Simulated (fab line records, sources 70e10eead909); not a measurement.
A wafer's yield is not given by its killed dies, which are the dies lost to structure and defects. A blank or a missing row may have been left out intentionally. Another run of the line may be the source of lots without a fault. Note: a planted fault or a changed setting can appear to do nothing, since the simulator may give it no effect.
What tool caused it?	flow nand_harc	69 wafers from 23 lots sampled at 6 of the route's 1159 steps

## WHAT THE GAUGES SHOWED, per wafer
Not one reading of a measure or inspect step in the record can be checked against a usual standard deviation.

## EACH LOT AND THE TOOL THAT RAN IT (in order: tool; ch and the chambers of the sampled wafers; start)
lot	NHARC_A_ONON_D1_DEP_33	NHARC_A_CHANNEL_HOLE_D1_ETCH_39	NHARC_A_STAIRCASE_ETCH_170	NHARC_A_STAIRCASE_DESCUM_11	NHARC_A_STAIRCASE_ETCH_13	NHARC_A_STAIRCASE_TRIM_16
L074	pecvd-04 ch 0,1, day 7 21:00	rie_diel-02 ch 0,3, day 10 15:49 or earlier	rie_diel-05 ch 0,1, day 10 15:49 or earlier	rie_diel-13 ch 0,3, day 10 15:49	rie_diel-13 ch 0,3, no start	rie_diel-13 ch 0,1, no start
L075	pecvd-01 ch 0,1, day 8 16:56	rie_diel-02 ch 0,3, day 11 15:28 or earlier	rie_diel-05 ch 1,2,3, day 11 15:28 or earlier	rie_diel-05 ch 0,1,3, day 11 15:28	rie_diel-05 ch 0,1,2, no start	rie_diel-05 ch 0,2,3, no start
L076	pecvd-02 ch 0,1,2, day 8 16:56	rie_diel-10 ch 0,1,3, day 11 07:56 or earlier	rie_diel-05 ch 0,1, day 11 07:56 or earlier	rie_diel-05 ch 2,3, day 11 07:56	rie_diel-05 ch 0,1,3, no start	rie_diel-05 ch 0,3, no start
L078	pecvd-04 ch 0,1,2, day 8 17:01	rie_diel-08 ch 1,2,3, day 11 11:17 or earlier	rie_diel-05 ch 1,2,3, day 11 11:17 or earlier	rie_diel-07 ch 0,1,3, day 11 11:17	rie_diel-07 ch 2,3, no start	rie_diel-07 ch 0,2,3, no start
L077	pecvd-02 ch 0,2, day 8 22:54	rie_diel-08 ch 0,1,2, day 11 15:09 or earlier	rie_diel-07 ch 0,2, day 11 15:09 or earlier	rie_diel-05 ch 1,3, day 11 15:09	rie_diel-05 ch 1,3, no start	rie_diel-05 ch 0,1, no start
L079	pecvd-02 ch 0,1,2, day 9 10:41	rie_diel-08 ch 0,1, day 12 00:31 or earlier	rie_diel-13 ch 1,3, day 12 00:31 or earlier	rie_diel-05 ch 0,1, day 12 00:31	rie_diel-05 ch 1,2, no start	rie_diel-05 ch 1,3, no start
L080	pecvd-02 ch 0,1,2, day 10 00:41	rie_diel-08 ch 0,2, day 13 01:18 or earlier	rie_diel-05 ch 0,1,2, day 13 01:18 or earlier	rie_diel-05 ch 0,1, day 13 01:18	rie_diel-05 ch 1,3, no start	rie_diel-05 ch 2,3, no start
L084	pecvd-01 ch 0,1, day 10 00:52	rie_diel-02 ch 0,1,3, day 12 21:58 or earlier	rie_diel-05 ch 1,2,3, day 12 21:58 or earlier	rie_diel-05 ch 0,3, day 12 21:58	rie_diel-05 ch 0,2,3, no start	rie_diel-05 ch 0,1,2, no start
L081	pecvd-04 ch 0,1,2, day 10 00:52	rie_diel-10 ch 0,1, day 13 01:01 or earlier	rie_diel-13 ch 2,3, day 13 01:01 or earlier	rie_diel-13 ch 2,3, day 13 01:01	rie_diel-13 ch 0,2,3, no start	rie_diel-13 ch 0,1,3, no start
L083	pecvd-02 ch 0,1,2, day 10 01:01	rie_diel-10 ch 1,3, day 13 06:17 or earlier	rie_diel-13 ch 0,2, day 13 06:17 or earlier	rie_diel-13 ch 1,3, day 13 06:17	rie_diel-13 ch 1,3, no start	rie_diel-13 ch 1,2,3, no start
L082	pecvd-01 ch 0,1,2, day 10 01:08	rie_diel-08 ch 0,2,3, day 12 21:25 or earlier	rie_diel-07 ch 1,2,3, day 12 21:25 or earlier	rie_diel-13 ch 0,1,3, day 12 21:25	rie_diel-13 ch 0,1,3, no start	rie_diel-13 ch 2,3, no start
L087	pecvd-02 ch 0,1,2, day 11 06:08	rie_diel-08 ch 1,2,3, day 14 02:15 or earlier	rie_diel-05 ch 0,2,3, day 14 02:15 or earlier	rie_diel-05 ch 0,2,3, day 14 02:15	rie_diel-05 ch 0,3, no start	rie_diel-05 ch 1,3, no start
L086	pecvd-02 ch 0,1,2, day 11 06:22	rie_diel-02 ch 0,1,3, day 14 02:24 or earlier	rie_diel-05 ch 0,1,3, day 14 02:24 or earlier	rie_diel-07 ch 0,1, day 14 02:24	rie_diel-07 ch 0,2, no start	rie_diel-07 ch 0,1,2, no start
L085	pecvd-04 ch 0,1,2, day 11 06:26	rie_diel-10 ch 0,2,3, day 14 06:26 or earlier	rie_diel-13 ch 0,1,3, day 14 06:26 or earlier	rie_diel-05 ch 0,1,3, day 14 06:26	rie_diel-05 ch 0,1,2, day 14 09:31 or earlier	rie_diel-07 ch 0,1,2, day 14 09:31
L088	pecvd-04 ch 0,1,2, day 11 06:43	rie_diel-08 ch 0,1, day 14 06:44 or earlier	rie_diel-05 ch 1,2,3, day 14 06:44 or earlier	rie_diel-07 ch 0,1,2, day 14 06:44	rie_diel-07 ch 0,3, no start	rie_diel-07 ch 0,1,2, no start
L090	pecvd-04 ch 0,1,2, day 12 00:32	rie_diel-10 ch 1,2,3, day 14 17:22 or earlier	rie_diel-13 ch 0,2,3, day 14 17:22 or earlier	rie_diel-07 ch 2,3, day 14 17:22	rie_diel-07 ch 0,1, no start	rie_diel-07 ch 1,2, no start
L089	pecvd-01 ch 1,2, day 12 00:39	rie_diel-02 ch 0,1, day 14 17:10 or earlier	rie_diel-13 ch 2,3, day 14 17:10 or earlier	rie_diel-07 ch 1,2,3, day 14 17:10	rie_diel-07 ch 0,2,3, no start	rie_diel-07 ch 0,1, no start
L091	pecvd-01 ch 0,1,2, day 12 04:16	rie_diel-10 ch 2,3, day 14 16:52 or earlier	rie_diel-07 ch 2,3, day 14 16:52 or earlier	rie_diel-05 ch 0,3, day 14 16:52	rie_diel-05 ch 0,1, no start	rie_diel-05 ch 0,2,3, no start
L093	pecvd-04 ch 0,2, day 12 16:09	rie_diel-10 ch 0,1,2, day 15 06:31 or earlier	rie_diel-13 ch 0,1,3, day 15 06:31 or earlier	rie_diel-13 ch 0,1,3, day 15 06:31	rie_diel-13 ch 1,2,3, no start	rie_diel-13 ch 1,2,3, no start
L092	pecvd-01 ch 0,2, day 12 16:27	rie_diel-08 ch 1,2, day 15 06:15 or earlier	rie_diel-13 ch 0,2,3, day 15 06:15 or earlier	rie_diel-13 ch 0,1,2, day 15 06:15	rie_diel-13 ch 0,1, no start	rie_diel-13 ch 0,2, no start
L094	pecvd-01 ch 0,1,2, day 13 02:33	rie_diel-08 ch 0,2,3, day 15 16:53 or earlier	rie_diel-07 ch 2,3, day 15 16:53 or earlier	rie_diel-07 ch 1,2, day 15 16:53	rie_diel-07 ch 2,3, no start	rie_diel-07 ch 0,1,2, no start
L095	pecvd-02 ch 0,1,2, day 13 02:35	rie_diel-02 ch 1,2, day 15 17:28 or earlier	rie_diel-05 ch 0,1,2, day 15 17:28 or earlier	rie_diel-05 ch 0,2,3, day 15 17:28	rie_diel-05 ch 1,3, no start	rie_diel-05 ch 0,1,2, no start
L097	pecvd-04 ch 0,1,2, day 13 21:14	rie_diel-02 ch 1,2, day 16 15:47 or earlier	rie_diel-05 ch 2,3, day 16 15:47 or earlier	rie_diel-13 ch 0,1,3, day 16 15:47	rie_diel-13 ch 0,2,3, no start	rie_diel-13 ch 1,2,3, no start
- NHARC_A_ONON_D1_DEP_33: deposits SiO2, target thk 200 nm.
- NHARC_A_CHANNEL_HOLE_D1_ETCH_39: etches the open film in N2/H2, target depth 260 nm, time 325 s.
- NHARC_A_STAIRCASE_ETCH_170: etches the open film in C4F6/O2, target depth 200 nm, time 66.667 s.
- NHARC_A_STAIRCASE_DESCUM_11: chemistry O2, time 3 s.
- NHARC_A_STAIRCASE_ETCH_13: etches the open film in C4F8/O2, target depth 100 nm, time 40.5 s.
- NHARC_A_STAIRCASE_TRIM_16: chemistry O2, time 211.2 s.

## AS READ BY THE TOOLS THEMSELVES (means over the sampled wafers that have a number; for cases with no such wafer, the mark the record gives instead)
NHARC_A_ONON_D1_DEP_33.
lot	tool	heater_power_w (W)	throttle_valve_pct (%)
L074	pecvd-04	647	16.6
L075	pecvd-01	534	16.1
L076	pecvd-02	558	16.0
L078	pecvd-04	607	16.6
L077	pecvd-02	507	15.9
L079	pecvd-02	592	16.0
L080	pecvd-02	589	16.0
L084	pecvd-01	523	16.5
L081	pecvd-04	567	16.2
L083	pecvd-02	621	16.3
L082	pecvd-01	543	16.1
L087	pecvd-02	549	16.0
L086	pecvd-02	595	16.1
L085	pecvd-04	692	16.2
L088	pecvd-04	658	16.3
L090	pecvd-04	650	16.4
L089	pecvd-01	567	15.7
L091	pecvd-01	519	16.1
L093	pecvd-04	582	16.6
L092	pecvd-01	473	15.8
L094	pecvd-01	571	16.0
L095	pecvd-02	597	16.2
L097	pecvd-04	688	16.5

NHARC_A_CHANNEL_HOLE_D1_ETCH_39.
lot	tool	drypump_motor_current_A (A)	oes_product_au (a.u.)	rf_vpp_V (V)	showerhead_plenum_p_Torr (Torr)	throttle_valve_pct (%)
L074	rie_diel-02	5.7	1.016	429.8	2.04	14.178
L075	rie_diel-02	5.7	1.009	430.1	2.04	14.170
L076	rie_diel-10	6.1	1.003	430.9	2.06	14.173
L078	rie_diel-08	5.5	0.996	430.9	2.06	14.172
L077	rie_diel-08	5.6	0.982	430.8	2.05	14.177
L079	rie_diel-08	5.3	0.984	431.4	2.06	14.172
L080	rie_diel-08	5.3	0.984	431.8	2.07	14.168
L084	rie_diel-02	5.9	1.010	430.7	2.06	14.167
L081	rie_diel-10	5.9	0.995	430.5	2.03	14.174
L083	rie_diel-10	6.4	0.996	430.4	2.04	14.165
L082	rie_diel-08	5.3	1.002	432.1	2.09	14.163
L087	rie_diel-08	5.5	0.997	431.8	2.06	14.170
L086	rie_diel-02	5.9	1.005	430.4	2.06	14.177
L085	rie_diel-10	5.8	1.006	430.5	2.03	14.177
L088	rie_diel-08	5.3	0.985	430.9	2.06	14.171
L090	rie_diel-10	6.1	1.001	430.2	2.02	14.175
L089	rie_diel-02	5.7	0.995	431.3	2.08	14.177
L091	rie_diel-10	6.0	1.002	430.5	2.06	14.167
L093	rie_diel-10	5.9	0.999	429.6	1.99	14.172
L092	rie_diel-08	5.8	0.983	430.2	2.02	14.168
L094	rie_diel-08	5.3	0.998	431.3	2.09	14.168
L095	rie_diel-02	6.1	0.988	433.1	2.13	14.171
L097	rie_diel-02	6.2	0.987	433.8	2.12	14.180

NHARC_A_STAIRCASE_ETCH_170.
lot	tool	drypump_motor_current_A (A)	oes_product_au (a.u.)	rf_vpp_V (V)	showerhead_plenum_p_Torr (Torr)	throttle_valve_pct (%)
L074	rie_diel-05	5.9	0.985	549	3.99	26.914
L075	rie_diel-05	5.9	0.974	550	4.03	26.897
L076	rie_diel-05	5.6	0.939	551	4.10	26.897
L078	rie_diel-05	6.0	0.969	549	4.03	26.905
L077	rie_diel-07	5.6	0.980	551	4.11	26.896
L079	rie_diel-13	5.7	0.997	543	3.77	26.904
L080	rie_diel-05	5.9	0.958	549	4.03	26.897
L084	rie_diel-05	6.0	0.963	549	4.02	26.902
L081	rie_diel-13	5.4	0.967	548	3.98	26.901
L083	rie_diel-13	6.0	0.970	551	4.19	26.898
L082	rie_diel-07	5.5	0.976	547	3.95	26.901
L087	rie_diel-05	6.3	0.954	546	3.90	26.909
L086	rie_diel-05	5.9	0.936	548	3.96	26.903
L085	rie_diel-13	5.8	0.975	547	3.93	26.910
L088	rie_diel-05	6.0	0.973	548	4.01	26.901
L090	rie_diel-13	5.8	0.965	550	4.09	26.899
L089	rie_diel-13	5.4	0.966	547	3.97	26.899
L091	rie_diel-07	5.6	0.997	546	3.92	26.901
L093	rie_diel-13	5.8	0.989	547	3.92	26.902
L092	rie_diel-13	5.8	0.978	551	4.08	26.903
L094	rie_diel-07	5.6	0.972	546	3.91	26.899
L095	rie_diel-05	6.0	0.977	548	4.01	26.902
L097	rie_diel-05	6.3	0.932	547	3.93	26.913

NHARC_A_STAIRCASE_DESCUM_11.
lot	tool	drypump_motor_current_A (A)	oes_product_au (a.u.)	rf_vpp_V (V)	showerhead_plenum_p_Torr (Torr)	throttle_valve_pct (%)
L074	rie_diel-13	5.9	0.991	57.3	1.80	11.305
L075	rie_diel-05	6.0	0.995	58.2	1.94	11.311
L076	rie_diel-05	6.3	0.997	57.7	1.90	11.311
L078	rie_diel-07	5.0	0.991	57.4	1.99	11.312
L077	rie_diel-05	6.0	0.995	57.3	1.94	11.311
L079	rie_diel-05	5.9	0.991	57.9	1.95	11.315
L080	rie_diel-05	5.6	0.986	57.9	2.00	11.316
L084	rie_diel-05	6.3	0.992	57.6	1.87	11.317
L081	rie_diel-13	5.6	0.992	58.7	2.00	11.301
L083	rie_diel-13	5.4	0.992	57.5	1.86	11.313
L082	rie_diel-13	5.8	0.995	57.7	1.92	11.307
L087	rie_diel-05	6.3	0.994	57.6	1.90	11.321
L086	rie_diel-07	5.0	0.992	58.0	2.03	11.319
L085	rie_diel-05	6.0	0.995	57.2	1.94	11.317
L088	rie_diel-07	5.5	0.995	58.2	1.97	11.311
L090	rie_diel-07	5.6	1.009	58.4	1.91	11.303
L089	rie_diel-07	5.5	1.002	58.4	1.92	11.317
L091	rie_diel-05	6.3	1.004	57.6	1.87	11.316
L093	rie_diel-13	5.8	0.991	57.8	1.91	11.308
L092	rie_diel-13	6.0	0.999	59.2	1.97	11.308
L094	rie_diel-07	6.0	0.994	57.7	1.90	11.309
L095	rie_diel-05	6.3	0.992	58.0	1.90	11.318
L097	rie_diel-13	5.8	0.998	57.9	1.91	11.315

NHARC_A_STAIRCASE_ETCH_13.
lot	tool	oes_product_au (a.u.)	rf_vpp_V (V)
L074	rie_diel-13	0.913	889
L075	rie_diel-05	0.929	899
L076	rie_diel-05	0.940	898
L078	rie_diel-07	0.961	897
L077	rie_diel-05	0.946	898
L079	rie_diel-05	0.927	901
L080	rie_diel-05	0.940	896
L084	rie_diel-05	0.946	896
L081	rie_diel-13	0.940	901
L083	rie_diel-13	0.916	892
L082	rie_diel-13	0.941	895
L087	rie_diel-05	0.946	894
L086	rie_diel-07	0.953	899
L085	rie_diel-05	0.925	899
L088	rie_diel-07	0.935	903
L090	rie_diel-07	0.910	900
L089	rie_diel-07	0.928	898
L091	rie_diel-05	0.918	898
L093	rie_diel-13	0.932	895
L092	rie_diel-13	0.945	900
L094	rie_diel-07	0.934	895
L095	rie_diel-05	0.935	901
L097	rie_diel-13	0.932	901

NHARC_A_STAIRCASE_TRIM_16.
lot	tool	drypump_motor_current_A (A)	oes_product_au (a.u.)	rf_vpp_V (V)	showerhead_plenum_p_Torr (Torr)	throttle_valve_pct (%)
L074	rie_diel-13	6.1	1.007	56.4	3.31	17.039
L075	rie_diel-05	6.3	1.000	57.2	3.52	17.042
L076	rie_diel-05	6.3	0.990	57.3	3.47	17.047
L078	rie_diel-07	5.6	0.995	57.7	3.62	17.036
L077	rie_diel-05	6.0	0.995	58.3	3.58	17.029
L079	rie_diel-05	5.7	0.991	58.7	3.68	17.032
L080	rie_diel-05	6.3	1.001	57.4	3.50	17.041
L084	rie_diel-05	6.0	0.995	58.1	3.62	17.046
L081	rie_diel-13	5.8	0.995	58.3	3.54	17.036
L083	rie_diel-13	5.7	0.990	57.8	3.53	17.044
L082	rie_diel-13	5.4	0.985	58.1	3.58	17.042
L087	rie_diel-05	6.0	1.001	57.8	3.56	17.039
L086	rie_diel-07	5.5	1.001	57.9	3.62	17.038
L085	rie_diel-07	5.5	0.990	57.8	3.62	17.046
L088	rie_diel-07	5.5	0.993	57.4	3.62	17.038
L090	rie_diel-07	5.5	0.985	57.8	3.55	17.039
L089	rie_diel-07	5.0	0.979	58.0	3.66	17.040
L091	rie_diel-05	6.3	0.994	56.7	3.50	17.037
L093	rie_diel-13	5.7	0.997	57.7	3.52	17.035
L092	rie_diel-13	6.2	0.997	58.9	3.79	17.042
L094	rie_diel-07	5.5	0.998	57.9	3.61	17.035
L095	rie_diel-05	6.0	0.988	58.4	3.61	17.046
L097	rie_diel-13	5.7	0.996	57.9	3.51	17.040

## THE ANSWER, worked out from the rows above alone
Rule: usual is defined by the lots themselves. The widest of any qualifying gaps counts: lots, ordered by their means at a reading, are off when they make up no more than a third of the lots, leave a main group of 4 or more, and stand apart from it by 3 or more times the standard deviation of that group's means. A main group is skipped when, at the precision printed for the reading in the tables above, its means are all equal. A lot without any number at a reading at which 4 lots or more have one is off too. All remaining lots with rows at the step are treated as sound. First the gauges in route order, then the tools' own readings, where a lot's mean is used as printed above. The first step at which some lot is off is used, and at that step the reading that is off furthest; a lot without a number counts as furthest.
No lot is off on any of the readings shown, so nothing can be concluded from this.

## WHAT WAS PUT IN BY THE SIMULATOR
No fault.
